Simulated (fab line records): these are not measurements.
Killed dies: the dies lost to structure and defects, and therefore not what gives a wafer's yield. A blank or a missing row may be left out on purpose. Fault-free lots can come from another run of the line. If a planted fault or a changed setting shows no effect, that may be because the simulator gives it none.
Which tool is to blame? / flow n5-finfet / 10 lots, 30 wafers sampled, at 4 steps of a route of 1938

## WHAT THE GAUGES READ, wafer by wafer
N5_BEOL_M14_OVL_MEAS_11. Usual: for V13_OVL the level is 1 nm and the standard deviation is 5.
lot=L993; measured=day 11 02:49; on=overlay-01; V13_OVL (nm)=-1 -4 -2; flag=
lot=L994; measured=day 11 07:45; on=overlay-01; V13_OVL (nm)=-2 -3 -3; flag=
lot=L995; measured=day 11 17:58; on=overlay-01; V13_OVL (nm)=-4 1 2; flag=
lot=L996; measured=day 12 00:02; on=overlay-01; V13_OVL (nm)=-1 3 -6; flag=
lot=L999; measured=day 12 21:11; on=overlay-01; V13_OVL (nm)=-1 0 5; flag=
lot=L100; measured=day 13 04:39; on=overlay-01; V13_OVL (nm)=1 8 8; flag=
lot=L104; measured=day 14 03:59; on=overlay-01; V13_OVL (nm)=-3 2 5; flag=
lot=L108; measured=day 15 09:53; on=overlay-01; V13_OVL (nm)=-5 5 5; flag=
lot=L112; measured=day 15 21:30; on=overlay-01; V13_OVL (nm)=8 5 0; flag=
lot=L115; measured=day 16 13:59; on=overlay-01; V13_OVL (nm)=0 2 1; flag=

N5_BEOL_M14_INSPECT_30: inspects for defects (macro). Usual: raw-defect-count reads 2.2 (standard deviation 1.4).
lot=L993; measured=day 11 03:41; on=defect-inspect-01; raw-defect-count=3 2 3; flag=
lot=L994; measured=day 11 08:48; on=defect-inspect-02; raw-defect-count=1 2 4; flag=
lot=L995; measured=day 11 18:51; on=defect-inspect-01; raw-defect-count=3 2 1; flag=
lot=L996; measured=day 12 01:21; on=defect-inspect-01; raw-defect-count=1 1 4; flag=
lot=L999; measured=day 12 22:07; on=defect-inspect-02; raw-defect-count=3 2 2; flag=
lot=L100; measured=day 13 05:31; on=defect-inspect-01; raw-defect-count=5 3 4; flag=
lot=L104; measured=day 14 04:59; on=defect-inspect-02; raw-defect-count=>300 >300 >300; flag=OFF
lot=L108; measured=day 15 10:49; on=defect-inspect-02; raw-defect-count=>300 >300 >300; flag=OFF
lot=L112; measured=day 15 22:25; on=defect-inspect-01; raw-defect-count=5 2 2; flag=
lot=L115; measured=day 16 15:14; on=defect-inspect-02; raw-defect-count=1 2 1; flag=

## WHAT TOOL EACH LOT RAN ON (gives the tool, then ch and the chambers of the sampled wafers, and finally the start)
lot=L993; N5_BEOL_M14_ETCH_59=rie-diel-02 ch 1,2,3, day 11 02:55; N5_BEOL_M14_VIA_ETCH_16=rie-diel-02 ch 1,2,3, day 11 02:58
lot=L994; N5_BEOL_M14_ETCH_59=rie-diel-04 ch 1,2,3, day 11 07:54; N5_BEOL_M14_VIA_ETCH_16=rie-diel-04 ch 1,2,3, day 11 07:57
lot=L995; N5_BEOL_M14_ETCH_59=rie-diel-04 ch 0,1,3, day 11 18:04; N5_BEOL_M14_VIA_ETCH_16=rie-diel-04 ch 0,1,3, day 11 18:07
lot=L996; N5_BEOL_M14_ETCH_59=rie-diel-02 ch 0,2,3, day 12 00:26; N5_BEOL_M14_VIA_ETCH_16=rie-diel-02 ch 0,2,3, day 12 00:29
lot=L999; N5_BEOL_M14_ETCH_59=rie-diel-03 ch 0,1,3, day 12 21:19; N5_BEOL_M14_VIA_ETCH_16=rie-diel-03 ch 0,1,3, day 12 21:23
lot=L100; N5_BEOL_M14_ETCH_59=rie-diel-02 ch 0,1,3, day 13 04:44; N5_BEOL_M14_VIA_ETCH_16=rie-diel-02 ch 0,1,3, day 13 04:47
lot=L104; N5_BEOL_M14_ETCH_59=rie-diel-02 ch 0,2, day 14 04:05; N5_BEOL_M14_VIA_ETCH_16=rie-diel-02 ch 0,2, day 14 04:08
lot=L108; N5_BEOL_M14_ETCH_59=rie-diel-02 ch 0,2,3, day 15 10:02; N5_BEOL_M14_VIA_ETCH_16=rie-diel-02 ch 0,2,3, day 15 10:05
lot=L112; N5_BEOL_M14_ETCH_59=rie-diel-03 ch 1,2, day 15 21:35; N5_BEOL_M14_VIA_ETCH_16=rie-diel-03 ch 1,2, day 15 21:38
lot=L115; N5_BEOL_M14_ETCH_59=rie-diel-03 ch 0,1,3, day 16 14:20; N5_BEOL_M14_VIA_ETCH_16=rie-diel-03 ch 0,1,3, day 16 14:23
- N5_BEOL_M14_ETCH_59: etches BARC in N2/H2, target depth 89 nm, overetch 26.7 nm, time 67.9 s.
- N5_BEOL_M14_VIA_ETCH_16: etches SiO2 in C4F8/O2/Ar, target depth 1231.3 nm.

## AS READ BY THE TOOLS THEMSELVES (means over the sampled wafers that have a number; for cases with no such wafer, the mark the record gives instead)
N5_BEOL_M14_ETCH_59. Usual: drypump-motor-current-A 5.6 A, standard deviation 0.53; h2-flow-sccm 199.9 sccm, standard deviation 0.61; oes-product-au 0.69 a.u., standard deviation 0.051; rf-vpp-V 524.4 V, standard deviation 2.4; showerhead-plenum-p-Torr 2.56 Torr, standard deviation 0.082; throttle-valve-pct 17.81 %, standard deviation 0.2.
lot=L993; tool=rie-diel-02; drypump-motor-current-A (A)=5.0; h2-flow-sccm (sccm)=199.7; oes-product-au (a.u.)=0.68; rf-vpp-V (V)=523.1; showerhead-plenum-p-Torr (Torr)=2.52; throttle-valve-pct (%)=17.75; flag=
lot=L994; tool=rie-diel-04; drypump-motor-current-A (A)=5.9; h2-flow-sccm (sccm)=199.7; oes-product-au (a.u.)=0.66; rf-vpp-V (V)=526.0; showerhead-plenum-p-Torr (Torr)=2.62; throttle-valve-pct (%)=17.97; flag=
lot=L995; tool=rie-diel-04; drypump-motor-current-A (A)=6.0; h2-flow-sccm (sccm)=199.9; oes-product-au (a.u.)=0.70; rf-vpp-V (V)=526.2; showerhead-plenum-p-Torr (Torr)=2.60; throttle-valve-pct (%)=17.90; flag=
lot=L996; tool=rie-diel-02; drypump-motor-current-A (A)=5.5; h2-flow-sccm (sccm)=200.1; oes-product-au (a.u.)=0.71; rf-vpp-V (V)=524.7; showerhead-plenum-p-Torr (Torr)=2.56; throttle-valve-pct (%)=17.76; flag=
lot=L999; tool=rie-diel-03; drypump-motor-current-A (A)=5.6; h2-flow-sccm (sccm)=199.6; oes-product-au (a.u.)=0.68; rf-vpp-V (V)=525.4; showerhead-plenum-p-Torr (Torr)=2.59; throttle-valve-pct (%)=17.83; flag=
lot=L100; tool=rie-diel-02; drypump-motor-current-A (A)=5.3; h2-flow-sccm (sccm)=199.9; oes-product-au (a.u.)=0.67; rf-vpp-V (V)=524.3; showerhead-plenum-p-Torr (Torr)=2.59; throttle-valve-pct (%)=17.79; flag=
lot=L104; tool=rie-diel-02; drypump-motor-current-A (A)=5.7; h2-flow-sccm (sccm)=199.7; oes-product-au (a.u.)=0.72; rf-vpp-V (V)=523.9; showerhead-plenum-p-Torr (Torr)=2.54; throttle-valve-pct (%)=17.71; flag=
lot=L108; tool=rie-diel-02; drypump-motor-current-A (A)=5.5; h2-flow-sccm (sccm)=199.7; oes-product-au (a.u.)=0.68; rf-vpp-V (V)=524.0; showerhead-plenum-p-Torr (Torr)=2.55; throttle-valve-pct (%)=17.82; flag=
lot=L112; tool=rie-diel-03; drypump-motor-current-A (A)=5.5; h2-flow-sccm (sccm)=200.5; oes-product-au (a.u.)=0.70; rf-vpp-V (V)=522.6; showerhead-plenum-p-Torr (Torr)=2.50; throttle-valve-pct (%)=17.61; flag=
lot=L115; tool=rie-diel-03; drypump-motor-current-A (A)=5.5; h2-flow-sccm (sccm)=200.2; oes-product-au (a.u.)=0.65; rf-vpp-V (V)=524.8; showerhead-plenum-p-Torr (Torr)=2.57; throttle-valve-pct (%)=17.89; flag=

N5_BEOL_M14_VIA_ETCH_16. Usual: drypump-motor-current-A 5.6 A, standard deviation 0.54; oes-product-au 0.72 a.u., standard deviation 0.055; rf-vpp-V 2217 V, standard deviation 15; showerhead-plenum-p-Torr 3.47 Torr, standard deviation 0.1; throttle-valve-pct 30.78 %, standard deviation 0.18.
lot=L993; tool=rie-diel-02; drypump-motor-current-A (A)=5.0; oes-product-au (a.u.)=0.72; rf-vpp-V (V)=2216; showerhead-plenum-p-Torr (Torr)=3.41; throttle-valve-pct (%)=30.77; flag=
lot=L994; tool=rie-diel-04; drypump-motor-current-A (A)=5.9; oes-product-au (a.u.)=0.70; rf-vpp-V (V)=2235; showerhead-plenum-p-Torr (Torr)=3.53; throttle-valve-pct (%)=30.96; flag=
lot=L995; tool=rie-diel-04; drypump-motor-current-A (A)=5.9; oes-product-au (a.u.)=0.73; rf-vpp-V (V)=2231; showerhead-plenum-p-Torr (Torr)=3.50; throttle-valve-pct (%)=30.93; flag=
lot=L996; tool=rie-diel-02; drypump-motor-current-A (A)=5.5; oes-product-au (a.u.)=0.74; rf-vpp-V (V)=2215; showerhead-plenum-p-Torr (Torr)=3.47; throttle-valve-pct (%)=30.78; flag=
lot=L999; tool=rie-diel-03; drypump-motor-current-A (A)=5.5; oes-product-au (a.u.)=0.72; rf-vpp-V (V)=2219; showerhead-plenum-p-Torr (Torr)=3.49; throttle-valve-pct (%)=30.76; flag=
lot=L100; tool=rie-diel-02; drypump-motor-current-A (A)=5.3; oes-product-au (a.u.)=0.71; rf-vpp-V (V)=2216; showerhead-plenum-p-Torr (Torr)=3.49; throttle-valve-pct (%)=30.72; flag=
lot=L104; tool=rie-diel-02; drypump-motor-current-A (A)=5.7; oes-product-au (a.u.)=0.77; rf-vpp-V (V)=2212; showerhead-plenum-p-Torr (Torr)=3.45; throttle-valve-pct (%)=30.79; flag=
lot=L108; tool=rie-diel-02; drypump-motor-current-A (A)=5.5; oes-product-au (a.u.)=0.71; rf-vpp-V (V)=2213; showerhead-plenum-p-Torr (Torr)=3.46; throttle-valve-pct (%)=30.81; flag=
lot=L112; tool=rie-diel-03; drypump-motor-current-A (A)=5.5; oes-product-au (a.u.)=0.75; rf-vpp-V (V)=2203; showerhead-plenum-p-Torr (Torr)=3.39; throttle-valve-pct (%)=30.58; flag=
lot=L115; tool=rie-diel-03; drypump-motor-current-A (A)=5.5; oes-product-au (a.u.)=0.69; rf-vpp-V (V)=2217; showerhead-plenum-p-Torr (Torr)=3.48; throttle-valve-pct (%)=30.80; flag=

## THE ANSWER, worked out from the rows above alone
Rule: lot off if the mean of its wafers having a number is beyond 3 standard deviations from the usual mean. A lot without any number at a reading at which 4 lots or more have one is off too. Any other lot the step has rows for is counted as sound. Order of review: gauges by route order, followed by the tools' own readings, for which a lot's mean as printed above is used. The first step at which some lot is off is used, and at that step the reading that is off furthest; a lot without a number counts as furthest.
Off at N5_BEOL_M14_INSPECT_30 (raw-defect-count): L104, L108. Without a number there: L104, L108.
If a tool, at a process step before that reading, ran all the lots that are off and no sound lot after the first of them, it fits. Those tools and the gauges at N5_BEOL_M14_INSPECT_30 are tried in the same way. One fits: rie-diel-02 at N5_BEOL_M14_ETCH_59 and N5_BEOL_M14_VIA_ETCH_16. At N5_BEOL_M14_ETCH_59 its last sound lot is L100 (day 13 04:44), its first lot that is off L104 (day 14 04:05): a fault that began between those two fits.

## WHAT HAD BEEN PUT IN BY THE SIMULATOR
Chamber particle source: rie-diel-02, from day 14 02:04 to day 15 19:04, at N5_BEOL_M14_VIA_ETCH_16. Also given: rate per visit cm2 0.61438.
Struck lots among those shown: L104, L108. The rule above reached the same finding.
